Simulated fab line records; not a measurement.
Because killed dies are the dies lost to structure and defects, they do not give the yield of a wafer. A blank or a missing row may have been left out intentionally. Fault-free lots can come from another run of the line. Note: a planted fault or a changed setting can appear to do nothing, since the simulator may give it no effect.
What tool caused it? | flow nand_harc | 14 lots with 42 wafers sampled at 6 steps, on a route of 1159 steps

== WHAT THE GAUGES SHOWED, per wafer ==
NHARC_A_M0_THK_MEAS_24: measures by xrf. Usual: thk_nm 113.8 nm, standard deviation 1.5.
lot  | measured     | on            | thk_nm (nm)       | flag
L927 | day 17 20:35 | film_metro-01 | 114.8 112.0 115.2 |
L928 | day 17 21:11 | film_metro-01 | 115.6 113.4 113.0 |
L929 | day 17 22:56 | film_metro-02 | 114.4 113.1 116.2 |
L925 | day 17 23:48 | film_metro-02 | 115.6 119.9 113.4 |
L930 | day 18 15:43 | film_metro-02 | 115.5 112.8 113.5 |
L926 | day 18 19:06 | film_metro-02 | 113.1 113.8 113.0 |
L931 | day 18 21:23 | film_metro-01 | 114.9 116.1 114.2 |
L932 | day 19 20:14 | film_metro-02 | 112.1 113.7 114.3 |
L934 | day 19 20:32 | film_metro-02 | 112.3 112.9 111.3 |
L933 | day 20 02:51 | film_metro-01 | 112.5 114.2 114.6 |
L936 | day 20 22:44 | film_metro-01 | 114.1 114.2 111.8 |
L938 | day 20 23:52 | film_metro-01 | 112.9 112.7 110.1 |
L943 | day 22 02:57 | film_metro-02 | 114.2 116.4 114.9 |
L948 | day 23 09:17 | film_metro-02 | 113.9 111.7 112.1 |

NHARC_A_M1_CD_MEAS_09 targets a cd of 120 nm. Usual: cd_nm 119.7 nm, standard deviation 0.73.
lot  | measured     | on        | cd_nm (nm)        | flag
L927 | day 17 22:00 | cd_sem-03 | 119.6 119.2 119.7 |
L928 | day 17 22:43 | cd_sem-02 | 120.6 120.1 118.5 |
L929 | day 18 00:34 | cd_sem-01 | 120.4 119.6 119.7 |
L925 | day 18 01:18 | cd_sem-02 | 119.4 119.1 120.8 |
L930 | day 18 17:46 | cd_sem-02 | 118.8 119.4 119.7 |
L926 | day 19 01:04 | cd_sem-01 | 118.7 119.2 119.6 |
L931 | day 19 01:29 | cd_sem-01 | 119.3 120.2 120.1 |
L932 | day 19 21:38 | cd_sem-01 | 119.3 119.6 119.2 |
L934 | day 19 22:05 | cd_sem-01 | 120.6 121.8 120.3 |
L933 | day 20 04:25 | cd_sem-01 | 119.8 118.9 119.4 |
L936 | day 21 00:16 | cd_sem-02 | 120.6 118.9 120.4 |
L938 | day 21 01:25 | cd_sem-02 | 118.7 119.4 119.8 |
L943 | day 22 04:29 | cd_sem-03 | 37.2 120.5 37.6   | OFF
L948 | day 23 10:49 | cd_sem-01 | 119.8 119.1 36.1  | OFF

NHARC_A_M1_CD_MEAS_16. Usual: cd_nm 119.9 nm, standard deviation 1.1.
lot  | measured     | on        | cd_nm (nm)        | flag
L927 | day 17 22:29 | cd_sem-03 | 119.1 118.9 117.6 |
L928 | day 17 23:13 | cd_sem-03 | 120.4 120.1 118.1 |
L929 | day 18 01:03 | cd_sem-02 | 120.9 118.7 119.9 |
L925 | day 18 01:47 | cd_sem-03 | 119.8 119.6 120.6 |
L930 | day 18 18:15 | cd_sem-03 | 118.6 119.5 118.0 |
L926 | day 19 01:35 | cd_sem-02 | 118.8 121.1 119.5 |
L931 | day 19 02:08 | cd_sem-01 | 119.5 121.0 120.6 |
L932 | day 19 22:08 | cd_sem-02 | 121.5 120.8 119.7 |
L934 | day 19 22:37 | cd_sem-02 | 121.1 121.9 119.7 |
L933 | day 20 04:56 | cd_sem-02 | 120.4 120.3 117.9 |
L936 | day 21 00:46 | cd_sem-01 | 121.6 119.8 121.5 |
L938 | day 21 01:55 | cd_sem-02 | 119.8 118.1 120.0 |
L943 | day 22 04:58 | cd_sem-02 | 36.7 120.5 38.4   | OFF
L948 | day 23 11:19 | cd_sem-03 | 121.5 119.5 37.4  | OFF

== WHAT TOOL EACH LOT RAN ON (gives the tool, then ch and the chambers of the sampled wafers, and finally the start) ==
lot  | NHARC_A_M0_DEGAS_28          | NHARC_A_M0_DEP_32               | NHARC_A_M1_PEB_07
L927 | pvd_sputter-01, day 17 19:08 | pecvd-02 ch 0,1,2, day 17 20:53 | litho_track-04 ch 0, day 17 21:55
L928 | pvd_sputter-03, day 17 19:46 | pecvd-02 ch 1,2, day 17 21:29   | litho_track-01 ch 0, day 17 22:38
L929 | pvd_sputter-02, day 17 21:32 | pecvd-01 ch 1,2, day 17 23:17   | litho_track-01 ch 0, day 18 00:29
L925 | pvd_sputter-03, day 17 22:22 | pecvd-01 ch 1,2, day 18 00:11   | litho_track-04 ch 0, day 18 01:13
L930 | pvd_sputter-02, day 18 14:19 | pecvd-02 ch 1,2, day 18 16:34   | litho_track-04 ch 0, day 18 17:41
L926 | pvd_sputter-03, day 18 17:38 | pecvd-04 ch 0,1, day 18 23:57   | litho_track-04 ch 0, day 19 00:59
L931 | pvd_sputter-02, day 18 19:58 | pecvd-02 ch 0,1, day 19 00:05   | litho_track-06 ch 0, day 19 01:24
L932 | pvd_sputter-01, day 19 18:50 | pecvd-04 ch 0,1,2, day 19 20:32 | litho_track-04 ch 0, day 19 21:33
L934 | pvd_sputter-03, day 19 19:05 | pecvd-01 ch 0,1,2, day 19 20:56 | litho_track-04 ch 0, day 19 22:00
L933 | pvd_sputter-01, day 20 01:26 | pecvd-02 ch 0,1, day 20 03:14   | litho_track-04 ch 0, day 20 04:21
L936 | pvd_sputter-03, day 20 21:20 | pecvd-01 ch 0,1,2, day 20 23:02 | litho_track-01 ch 0, day 21 00:11
L938 | pvd_sputter-03, day 20 22:26 | pecvd-01 ch 0,1,2, day 21 00:13 | litho_track-04 ch 0, day 21 01:20
L943 | pvd_sputter-02, day 22 01:24 | pecvd-01 ch 0,1,2, day 22 03:15 | litho_track-01 ch 0, day 22 04:24
L948 | pvd_sputter-02, day 23 07:37 | pecvd-02 ch 1,2, day 23 09:36   | litho_track-01 ch 0, day 23 10:44
- NHARC_A_M0_DEGAS_28: time 60 s.
- NHARC_A_M0_DEP_32: deposits SiCN, target thk 30 nm.
- NHARC_A_M1_PEB_07: peb time 65 s.

== AS READ BY THE TOOLS THEMSELVES (means over the sampled wafers that have a number; for cases with no such wafer, the mark the record gives instead) ==
NHARC_A_M0_DEGAS_28. Usual: heater_power_w 310 W, standard deviation 26.
lot  | tool           | heater_power_w (W) | flag
L927 | pvd_sputter-01 | 301                |
L928 | pvd_sputter-03 | 301                |
L929 | pvd_sputter-02 | 342                |
L925 | pvd_sputter-03 | 300                |
L930 | pvd_sputter-02 | 312                |
L926 | pvd_sputter-03 | 307                |
L931 | pvd_sputter-02 | 320                |
L932 | pvd_sputter-01 | 302                |
L934 | pvd_sputter-03 | 341                |
L933 | pvd_sputter-01 | 292                |
L936 | pvd_sputter-03 | 286                |
L938 | pvd_sputter-03 | 331                |
L943 | pvd_sputter-02 | 312                |
L948 | pvd_sputter-02 | 319                |

NHARC_A_M0_DEP_32. Usual: heater_power_w 579 W, standard deviation 100; rf_fwd_power_W 448.9 W, standard deviation 1.4.
lot  | tool     | heater_power_w (W) | rf_fwd_power_W (W) | flag
L927 | pecvd-02 | 607                | 448.4              |
L928 | pecvd-02 | 508                | 448.4              |
L929 | pecvd-01 | 455                | 447.9              |
L925 | pecvd-01 | 497                | 448.1              |
L930 | pecvd-02 | 552                | 450.6              |
L926 | pecvd-04 | 658                | 448.1              |
L931 | pecvd-02 | 661                | 448.5              |
L932 | pecvd-04 | 658                | 448.3              |
L934 | pecvd-01 | 533                | 450.5              |
L933 | pecvd-02 | 609                | 449.4              |
L936 | pecvd-01 | 517                | 447.7              |
L938 | pecvd-01 | 536                | 448.8              |
L943 | pecvd-01 | 549                | 448.6              |
L948 | pecvd-02 | 529                | 449.7              |

NHARC_A_M1_PEB_07. Usual: exhaust_pa 44.9 Pa, standard deviation 0.86; heater_power_total_W 156.6 W, standard deviation 0.43.
lot  | tool           | exhaust_pa (Pa) | heater_power_total_W (W) | flag
L927 | litho_track-04 | 45.0            | 156.7                    |
L928 | litho_track-01 | 45.3            | 156.7                    |
L929 | litho_track-01 | 45.6            | 156.2                    |
L925 | litho_track-04 | 44.7            | 156.3                    |
L930 | litho_track-04 | 44.6            | 156.7                    |
L926 | litho_track-04 | 44.1            | 156.9                    |
L931 | litho_track-06 | 45.8            | 156.3                    |
L932 | litho_track-04 | 45.3            | 156.6                    |
L934 | litho_track-04 | 43.3            | 156.2                    |
L933 | litho_track-04 | 45.4            | 156.5                    |
L936 | litho_track-01 | 45.5            | 156.8                    |
L938 | litho_track-04 | 44.7            | 156.6                    |
L943 | litho_track-01 | 45.4            | 318.1                    | OFF
L948 | litho_track-01 | 44.1            | 236.2                    | OFF

== THE ANSWER, worked out from the rows above alone ==
Rule: a lot is off if the mean of its wafers that have a number lies more than 3 standard deviations from the usual mean. Also off: a lot with no number at a reading for which 4 or more lots have one. Any other lot the step has rows for is counted as sound. The gauges are gone through in route order, then the tools' own readings, and for those a lot's mean is taken as printed above. The first step at which some lot is off is used, and at that step the reading that is off furthest; a lot without a number counts as furthest.
Off at NHARC_A_M1_CD_MEAS_09 (cd_nm): L943, L948.
A tool fits if, at a process step before that reading, it ran every lot that is off, and no sound lot after the first of them. The gauges at NHARC_A_M1_CD_MEAS_09 aren't tried: what is off there is off at NHARC_A_M1_PEB_07 too, on other tools, and a gauge's error can't cause that. Can't be told from this: 2 tools fit, pvd_sputter-02 at NHARC_A_M0_DEGAS_28, litho_track-01 at NHARC_A_M1_PEB_07.

== WHAT WAS PUT IN BY THE SIMULATOR ==
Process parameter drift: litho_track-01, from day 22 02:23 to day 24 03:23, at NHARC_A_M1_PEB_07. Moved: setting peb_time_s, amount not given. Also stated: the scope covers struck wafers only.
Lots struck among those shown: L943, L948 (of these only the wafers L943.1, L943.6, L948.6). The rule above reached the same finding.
